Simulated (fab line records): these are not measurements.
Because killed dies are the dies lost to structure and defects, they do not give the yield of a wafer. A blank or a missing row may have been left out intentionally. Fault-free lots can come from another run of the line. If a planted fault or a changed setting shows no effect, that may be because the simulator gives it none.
Check of tool commonality || flow n5 finfet || Lots sampled 9, wafers sampled 26

== WHY THIS WAS OPENED ==
At N5_BEOL_M3_OCD_MEAS_38 the reading trench depth nm is flagged on 1 of 9 lots. Wafers without a fault read 55.0 nm, standard deviation 0.79.
Rule: flag the lot when none of its wafers has a number, or when each of its wafers that has one lies beyond 4 standard deviations from that mean. As for the other lots, they are considered sound.

{"lot": "L852", "measured": "day 8 21:13", "on": "ocd-01", "trench depth nm (nm), wafer by wafer": "54.1 53.6 55.5", "flag": ""}
{"lot": "L853", "measured": "day 9 06:43", "on": "ocd-01", "trench depth nm (nm), wafer by wafer": "55.8 54.6 54.6", "flag": ""}
{"lot": "L854", "measured": "day 9 10:04", "on": "ocd-02", "trench depth nm (nm), wafer by wafer": "56.2 55.6 56.8", "flag": ""}
{"lot": "L856", "measured": "day 9 16:55", "on": "ocd-02", "trench depth nm (nm), wafer by wafer": "55.6 54.4 54.4", "flag": ""}
{"lot": "L857", "measured": "day 9 17:04", "on": "ocd-01", "trench depth nm (nm), wafer by wafer": "54.6 56.0 54.1", "flag": ""}
{"lot": "L858", "measured": "day 10 09:10", "on": "ocd-02", "trench depth nm (nm), wafer by wafer": "54.8 55.4 55.9", "flag": ""}
{"lot": "L862", "measured": "day 11 08:03", "on": "ocd-01", "trench depth nm (nm), wafer by wafer": "54.2 55.3 55.4", "flag": ""}
{"lot": "L868", "measured": "day 13 19:15", "on": "ocd-01", "trench depth nm (nm), wafer by wafer": "50.8 51.1", "flag": "FLAGGED"}
{"lot": "L870", "measured": "day 13 23:42", "on": "ocd-02", "trench depth nm (nm), wafer by wafer": "55.4 57.1 56.4", "flag": ""}
The numbers of the flagged lots are 51.0 nm on average: -4.0 nm against the usual, or -5 standard deviations.

== WHICH TOOL EACH LOT WENT THROUGH ==
Before the reading, the record contains 2 process steps out of a 1938-step route. Cell contents, in order: the tool; ch with the chambers the sampled wafers went through; the start.
{"lot": "L852", "flag": "", "N5_BEOL_M3_STRIP_36": "rie diel-01 ch 1,2,3, day 8 21:01", "N5_BEOL_M3_TRENCH_ETCH_37": "rie diel-01 ch 1,2,3, day 8 21:03"}
{"lot": "L853", "flag": "", "N5_BEOL_M3_STRIP_36": "rie diel-01 ch 0,2, day 9 06:32", "N5_BEOL_M3_TRENCH_ETCH_37": "rie diel-01 ch 0,2, day 9 06:34"}
{"lot": "L854", "flag": "", "N5_BEOL_M3_STRIP_36": "rie diel-02 ch 2,3, day 9 09:53", "N5_BEOL_M3_TRENCH_ETCH_37": "rie diel-02 ch 2,3, day 9 09:55"}
{"lot": "L856", "flag": "", "N5_BEOL_M3_STRIP_36": "rie diel-04 ch 1,2,3, day 9 16:44", "N5_BEOL_M3_TRENCH_ETCH_37": "rie diel-04 ch 1,2,3, day 9 16:46"}
{"lot": "L857", "flag": "", "N5_BEOL_M3_STRIP_36": "rie diel-02 ch 0,2, day 9 16:52", "N5_BEOL_M3_TRENCH_ETCH_37": "rie diel-02 ch 0,2, day 9 16:55"}
{"lot": "L858", "flag": "", "N5_BEOL_M3_STRIP_36": "rie diel-02 ch 2,3, day 10 08:58", "N5_BEOL_M3_TRENCH_ETCH_37": "rie diel-02 ch 2,3, day 10 09:01"}
{"lot": "L862", "flag": "", "N5_BEOL_M3_STRIP_36": "rie diel-02 ch 0,1,2, day 11 07:51", "N5_BEOL_M3_TRENCH_ETCH_37": "rie diel-02 ch 0,1,2, day 11 07:53"}
{"lot": "L868", "flag": "FLAGGED", "N5_BEOL_M3_STRIP_36": "rie diel-02 ch 0, day 13 19:04", "N5_BEOL_M3_TRENCH_ETCH_37": "rie diel-02 ch 0, day 13 19:06"}
{"lot": "L870", "flag": "", "N5_BEOL_M3_STRIP_36": "rie diel-01 ch 0,1, day 13 23:31", "N5_BEOL_M3_TRENCH_ETCH_37": "rie diel-01 ch 0,1, day 13 23:33"}
What these steps do:
- N5_BEOL_M3_STRIP_36: strips in N2/H2.
- N5_BEOL_M3_TRENCH_ETCH_37: etches SiOC in C4F6/O2, target depth 55.555 nm, time 29.2 s.
- N5_BEOL_M3_OCD_MEAS_38

== FLAGGED OVER TOTAL, TOOL BY TOOL (the gauges that took the reading come last) ==
{"step": "N5_BEOL_M3_STRIP_36", "tool": "rie diel-01", "lots run": 3, "flagged": 0, "share of the flagged lots": "none", "sound lots run after its first flagged lot": "-"}
{"step": "N5_BEOL_M3_STRIP_36", "tool": "rie diel-02", "lots run": 5, "flagged": 1, "share of the flagged lots": "all", "sound lots run after its first flagged lot": 0}
{"step": "N5_BEOL_M3_STRIP_36", "tool": "rie diel-04", "lots run": 1, "flagged": 0, "share of the flagged lots": "none", "sound lots run after its first flagged lot": "-"}
{"step": "N5_BEOL_M3_TRENCH_ETCH_37", "tool": "rie diel-01", "lots run": 3, "flagged": 0, "share of the flagged lots": "none", "sound lots run after its first flagged lot": "-"}
{"step": "N5_BEOL_M3_TRENCH_ETCH_37", "tool": "rie diel-02", "lots run": 5, "flagged": 1, "share of the flagged lots": "all", "sound lots run after its first flagged lot": 0}
{"step": "N5_BEOL_M3_TRENCH_ETCH_37", "tool": "rie diel-04", "lots run": 1, "flagged": 0, "share of the flagged lots": "none", "sound lots run after its first flagged lot": "-"}
{"step": "N5_BEOL_M3_OCD_MEAS_38", "tool": "ocd-01", "lots run": 5, "flagged": 1, "share of the flagged lots": "all", "sound lots run after its first flagged lot": 0}
{"step": "N5_BEOL_M3_OCD_MEAS_38", "tool": "ocd-02", "lots run": 4, "flagged": 0, "share of the flagged lots": "none", "sound lots run after its first flagged lot": "-"}

== WHAT THE TABLE PERMITS ==
Rows of the table that ran every flagged lot, 3 in all: rie diel-02 at N5_BEOL_M3_STRIP_36, rie diel-02 at N5_BEOL_M3_TRENCH_ETCH_37, ocd-01 at N5_BEOL_M3_OCD_MEAS_38.
- rie diel-02 at N5_BEOL_M3_STRIP_36: 1 of its 5 lots flagged. Its last sound lot is L862 (day 11 07:51), its first flagged lot L868 (day 13 19:04): a fault that began between those two fits.
- rie diel-02 at N5_BEOL_M3_TRENCH_ETCH_37: 1 of its 5 lots flagged. Its last sound lot is L862 (day 11 07:53), its first flagged lot L868 (day 13 19:06): a fault that began between those two fits. Its own readings lie more than 4 standard deviations out on every wafer of the flagged lots: run length s.
- ocd-01 at N5_BEOL_M3_OCD_MEAS_38: 1 of its 5 lots flagged. Its last sound lot is L862 (day 11 08:03), its first flagged lot L868 (day 13 19:15): a fault that began between those two fits.
A lot count leaves these 2 tools indistinguishable: every one of them fits a fault beginning at some hour. More lots, or a look at what each step does to the wafer, might.

== WHAT THE SIMULATOR HAD INSERTED ==
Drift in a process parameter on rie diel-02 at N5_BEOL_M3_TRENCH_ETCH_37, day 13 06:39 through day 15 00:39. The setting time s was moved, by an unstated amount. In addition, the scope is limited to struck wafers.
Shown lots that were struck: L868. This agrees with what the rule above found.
